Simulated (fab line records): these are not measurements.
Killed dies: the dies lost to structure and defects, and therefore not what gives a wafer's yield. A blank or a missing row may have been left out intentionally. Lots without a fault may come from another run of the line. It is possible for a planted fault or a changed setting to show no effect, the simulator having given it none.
Split-lot study :: flow n5_finfet :: on a route of 1938 steps: 7 lots, 39 wafers read

## THE SPLIT
At N5_FIN_SAQP_HM_DEP_03 (deposits SiNx from SiH4/NH3/N2, target thk 38 nm, time 33.6 s), the setting time_s was moved away from the recipe's 33.6 s on 18 of the 39 wafers read, by -46.7% to +58.6%. For the rest of the wafers, this setting stayed at what the recipe calls for.

## FROM THE SPLIT TO THE READING: what the file shows between them, 8 steps
- N5_FIN_SAQP_THK_MEAS_05
- N5_FIN_SAQP_PECVD_47: deposits a-Si from SiH4/He, target thk 45 nm, time 36.3 s
- N5_FIN_SAQP_PECVD_48: deposits SiNx from SiH4/NH3/N2, target thk 25 nm, time 22.1 s
- N5_FIN_SAQP_MANDREL2_REMOVE_60: chemistry HBr/Cl2/O2, target a-Si, stops on SiNx, bt time 10 s
- N5_FIN_SAQP_HM_OPEN_33: chemistry CH3F/O2, target SiNx, target depth 49.4 nm, time 70.6 s
- N5_FIN_SAQP_ETCH_34: etches SiO2 in C4F6/O2, target depth 45 nm, time 15 s
- N5_FIN_SAQP_STRIP_77: strips in N2/H2, time 90 s
- N5_FIN_SAQP_ETCH_64: etches SiO2 in CF4, target depth 1.5 nm

## THE READING
SiNx_of_FIN_SAQP_HM_DEP_03.thk_nm (the simulator's own value, which no gauge read), in nm, at N5_FIN_SAQP_FIN_ETCH_36 (etches the open film in HBr/Cl2/O2, target depth 120 nm, time 50.4 s). There is no usual value for it anywhere in the file. Average 21.2 nm, standard deviation 0.81 nm, over the 21 wafers here run with the recipe.

wafer: L074.1
tool, chamber at the split: pecvd-02, 0
time_s as run, s: 48.91
against the recipe: +45.6%
SiNx_of_FIN_SAQP_HM_DEP_03.thk_nm, nm: 38.2
against lot-mates on the recipe: +16.7

wafer: L074.2
tool, chamber at the split: pecvd-02, 1
time_s as run, s: 48.91
against the recipe: +45.6%
SiNx_of_FIN_SAQP_HM_DEP_03.thk_nm, nm: 38.4
against lot-mates on the recipe: +16.9

wafer: L074.3
tool, chamber at the split: pecvd-02, 1
time_s as run, s: 33.6
against the recipe: recipe
SiNx_of_FIN_SAQP_HM_DEP_03.thk_nm, nm: 21.6
against lot-mates on the recipe: -

wafer: L074.4
tool, chamber at the split: pecvd-02, 0
time_s as run, s: 33.6
against the recipe: recipe
SiNx_of_FIN_SAQP_HM_DEP_03.thk_nm, nm: 22
against lot-mates on the recipe: -

wafer: L074.5
tool, chamber at the split: pecvd-02, 0
time_s as run, s: 48.91
against the recipe: +45.6%
SiNx_of_FIN_SAQP_HM_DEP_03.thk_nm, nm: 39.6
against lot-mates on the recipe: +18.1

wafer: L074.6
tool, chamber at the split: pecvd-02, 1
time_s as run, s: 33.6
against the recipe: recipe
SiNx_of_FIN_SAQP_HM_DEP_03.thk_nm, nm: 21
against lot-mates on the recipe: -

wafer: L075.1
tool, chamber at the split: pecvd-01, 0
time_s as run, s: 25.75
against the recipe: -23.4%
SiNx_of_FIN_SAQP_HM_DEP_03.thk_nm, nm: 12.4
against lot-mates on the recipe: -9.5

wafer: L075.2
tool, chamber at the split: pecvd-01, 2
time_s as run, s: 33.6
against the recipe: recipe
SiNx_of_FIN_SAQP_HM_DEP_03.thk_nm, nm: 21.2
against lot-mates on the recipe: -

wafer: L075.3
tool, chamber at the split: pecvd-01, 1
time_s as run, s: 25.75
against the recipe: -23.4%
SiNx_of_FIN_SAQP_HM_DEP_03.thk_nm, nm: 12.6
against lot-mates on the recipe: -9.3

wafer: L075.4
tool, chamber at the split: pecvd-01, 2
time_s as run, s: 25.75
against the recipe: -23.4%
SiNx_of_FIN_SAQP_HM_DEP_03.thk_nm, nm: 13.2
against lot-mates on the recipe: -8.7

wafer: L075.5
tool, chamber at the split: pecvd-01, 1
time_s as run, s: 33.6
against the recipe: recipe
SiNx_of_FIN_SAQP_HM_DEP_03.thk_nm, nm: 22.6
against lot-mates on the recipe: -

wafer: L075.6
tool, chamber at the split: pecvd-01, 0
time_s as run, s: 33.6
against the recipe: recipe
SiNx_of_FIN_SAQP_HM_DEP_03.thk_nm, nm: 21.8
against lot-mates on the recipe: -

wafer: L078.1
tool, chamber at the split: pecvd-01, 2
time_s as run, s: 33.6
against the recipe: recipe
SiNx_of_FIN_SAQP_HM_DEP_03.thk_nm, nm: 19.8
against lot-mates on the recipe: -

wafer: L078.2
tool, chamber at the split: pecvd-01, 0
time_s as run, s: 19.91
against the recipe: -40.7%
SiNx_of_FIN_SAQP_HM_DEP_03.thk_nm, nm: 5
against lot-mates on the recipe: -15.9

wafer: L078.3
tool, chamber at the split: pecvd-01, 1
time_s as run, s: 19.91
against the recipe: -40.7%
SiNx_of_FIN_SAQP_HM_DEP_03.thk_nm, nm: 5.2
against lot-mates on the recipe: -15.7

wafer: L078.4
tool, chamber at the split: pecvd-01, 2
time_s as run, s: 33.6
against the recipe: recipe
SiNx_of_FIN_SAQP_HM_DEP_03.thk_nm, nm: 21.4
against lot-mates on the recipe: -

wafer: L078.5
tool, chamber at the split: pecvd-01, 1
time_s as run, s: 33.6
against the recipe: recipe
SiNx_of_FIN_SAQP_HM_DEP_03.thk_nm, nm: 21.4
against lot-mates on the recipe: -

wafer: L078.6
tool, chamber at the split: pecvd-01, 0
time_s as run, s: 19.91
against the recipe: -40.7%
SiNx_of_FIN_SAQP_HM_DEP_03.thk_nm, nm: 5.6
against lot-mates on the recipe: -15.3

wafer: L080.1
tool, chamber at the split: pecvd-03, 1
time_s as run, s: 33.6
against the recipe: recipe
SiNx_of_FIN_SAQP_HM_DEP_03.thk_nm, nm: 20
against lot-mates on the recipe: -

wafer: L080.2
tool, chamber at the split: pecvd-03, 2
time_s as run, s: 33.6
against the recipe: recipe
SiNx_of_FIN_SAQP_HM_DEP_03.thk_nm, nm: 20.2
against lot-mates on the recipe: -

wafer: L080.3
tool, chamber at the split: pecvd-03, 0
time_s as run, s: 23.18
against the recipe: -31.0%
SiNx_of_FIN_SAQP_HM_DEP_03.thk_nm, nm: 9
against lot-mates on the recipe: -11.4

wafer: L080.4
tool, chamber at the split: pecvd-03, 0
time_s as run, s: 23.18
against the recipe: -31.0%
SiNx_of_FIN_SAQP_HM_DEP_03.thk_nm, nm: 10.2
against lot-mates on the recipe: -10.2

wafer: L080.5
tool, chamber at the split: pecvd-03, 2
time_s as run, s: 23.18
against the recipe: -31.0%
SiNx_of_FIN_SAQP_HM_DEP_03.thk_nm, nm: 9.4
against lot-mates on the recipe: -11.0

wafer: L080.6
tool, chamber at the split: pecvd-03, 1
time_s as run, s: 33.6
against the recipe: recipe
SiNx_of_FIN_SAQP_HM_DEP_03.thk_nm, nm: 21
against lot-mates on the recipe: -

wafer: L081.1
tool, chamber at the split: pecvd-02, 2
time_s as run, s: 33.6
against the recipe: recipe
SiNx_of_FIN_SAQP_HM_DEP_03.thk_nm, nm: 20.8
against lot-mates on the recipe: -

wafer: L081.2
tool, chamber at the split: pecvd-02, 1
time_s as run, s: 33.6
against the recipe: recipe
SiNx_of_FIN_SAQP_HM_DEP_03.thk_nm, nm: 21
against lot-mates on the recipe: -

wafer: L081.3
tool, chamber at the split: pecvd-02, 0
time_s as run, s: 33.6
against the recipe: recipe
SiNx_of_FIN_SAQP_HM_DEP_03.thk_nm, nm: 20.6
against lot-mates on the recipe: -

wafer: L081.4
tool, chamber at the split: pecvd-02, 0
time_s as run, s: 53.28
against the recipe: +58.6%
SiNx_of_FIN_SAQP_HM_DEP_03.thk_nm, nm: 43.4
against lot-mates on the recipe: +22.6

wafer: L081.5
tool, chamber at the split: pecvd-02, 1
time_s as run, s: 53.28
against the recipe: +58.6%
SiNx_of_FIN_SAQP_HM_DEP_03.thk_nm, nm: 44.4
against lot-mates on the recipe: +23.6

wafer: L081.6
tool, chamber at the split: pecvd-02, 2
time_s as run, s: 53.28
against the recipe: +58.6%
SiNx_of_FIN_SAQP_HM_DEP_03.thk_nm, nm: 43.2
against lot-mates on the recipe: +22.4

wafer: L086.1
tool, chamber at the split: pecvd-03, 1
time_s as run, s: 17.91
against the recipe: -46.7%
SiNx_of_FIN_SAQP_HM_DEP_03.thk_nm, nm: 2.6
against lot-mates on the recipe: -19.3

wafer: L086.2
tool, chamber at the split: pecvd-03, 2
time_s as run, s: 17.91
against the recipe: -46.7%
SiNx_of_FIN_SAQP_HM_DEP_03.thk_nm, nm: 3
against lot-mates on the recipe: -18.9

wafer: L086.3
tool, chamber at the split: pecvd-03, 0
time_s as run, s: 17.91
against the recipe: -46.7%
SiNx_of_FIN_SAQP_HM_DEP_03.thk_nm, nm: 4
against lot-mates on the recipe: -17.9

wafer: L086.4
tool, chamber at the split: pecvd-03, 1
time_s as run, s: 33.6
against the recipe: recipe
SiNx_of_FIN_SAQP_HM_DEP_03.thk_nm, nm: 21.4
against lot-mates on the recipe: -

wafer: L086.5
tool, chamber at the split: pecvd-03, 0
time_s as run, s: 33.6
against the recipe: recipe
SiNx_of_FIN_SAQP_HM_DEP_03.thk_nm, nm: 21.8
against lot-mates on the recipe: -

wafer: L086.6
tool, chamber at the split: pecvd-03, 2
time_s as run, s: 33.6
against the recipe: recipe
SiNx_of_FIN_SAQP_HM_DEP_03.thk_nm, nm: 22.6
against lot-mates on the recipe: -

wafer: L091.1
tool, chamber at the split: pecvd-02, 2
time_s as run, s: 33.6
against the recipe: recipe
SiNx_of_FIN_SAQP_HM_DEP_03.thk_nm, nm: 19.8
against lot-mates on the recipe: -

wafer: L091.4
tool, chamber at the split: pecvd-02, 1
time_s as run, s: 33.6
against the recipe: recipe
SiNx_of_FIN_SAQP_HM_DEP_03.thk_nm, nm: 22
against lot-mates on the recipe: -

wafer: L091.6
tool, chamber at the split: pecvd-02, 2
time_s as run, s: 33.6
against the recipe: recipe
SiNx_of_FIN_SAQP_HM_DEP_03.thk_nm, nm: 20.4
against lot-mates on the recipe: -

THE FIT
A straight line over all 39 wafers: SiNx_of_FIN_SAQP_HM_DEP_03.thk_nm changes by +0.384 nm for each +1% of time_s; r = +1.00; the points scatter about the line by 0.72 nm.
The same after taking each lot's own level away (the mean of its wafers on the recipe; 39 wafers): +0.385 nm for each +1%; r = +1.00; scatter 0.68 nm.
On that fit, the largest move of time_s shifts the reading by 23 nm.
From 20.40 to 21.93 nm: that is the span of the lots' own levels, equal to 1.9 times the standard deviation above.
The two slopes agree, so the slope changes little with the lot-to-lot level.
Check: with one of the wafers moved furthest among these (+58.6%) left out of the fit, the line predicts +22.6 nm for it against its lot-mates. Against them it came out at +22.6 nm.

## THESE WAFERS: OTHER SPLITS
Note: prior to the reading, these wafers also went through further splits. Each is held against what the fit with the lots' levels taken away leaves over:
other split on the same wafers: N5_ZERO_LAYER_ETCH_18 target_depth_a
wafers away from the commonest value: 15
r with SiNx_of_FIN_SAQP_HM_DEP_03.thk_nm (lot level and that fit taken away): +0.06

## THE WHOLE CHAIN: every reading that the file lists as answering this split, in the file's order
step: N5_FIN_SAQP_HM_DEP_03
what it does: deposits SiNx from SiH4/NH3/N2, target thk 38 nm, time 33.6 s
reading: SiNx_of_FIN_SAQP_HM_DEP_03.thk_nm (the simulator's own value, which no gauge read)
change (the file's fit): +0.383 nm for each +1% of the setting
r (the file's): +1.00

step: N5_FIN_SAQP_THK_MEAS_05
what it does: 
reading: thk_nm
change (the file's fit): withheld for each +1% of the setting
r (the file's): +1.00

step: N5_FIN_SAQP_HM_OPEN_33
what it does: chemistry CH3F/O2, target SiNx, target depth 49.4 nm, time 70.6 s
reading: etch_rf_on_time_s
change (the file's fit): withheld for each +1% of the setting
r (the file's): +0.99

step: N5_FIN_SAQP_HM_OPEN_33
what it does: chemistry CH3F/O2, target SiNx, target depth 49.4 nm, time 70.6 s
reading: etch.depth_nm (the simulator's own value, which no gauge read)
change (the file's fit): +0.383 nm for each +1% of the setting
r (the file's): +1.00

step: N5_FIN_SAQP_FIN_ETCH_36
what it does: etches the open film in HBr/Cl2/O2, target depth 120 nm, time 50.4 s
reading: SiNx_of_FIN_SAQP_HM_DEP_03.thk_nm (the simulator's own value, which no gauge read)
change (the file's fit): +0.385 nm for each +1% of the setting
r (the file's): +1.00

## FILE'S OWN FIT
SiNx_of_FIN_SAQP_HM_DEP_03.thk_nm changes by +0.385 nm for each +1% of time_s, r = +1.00.
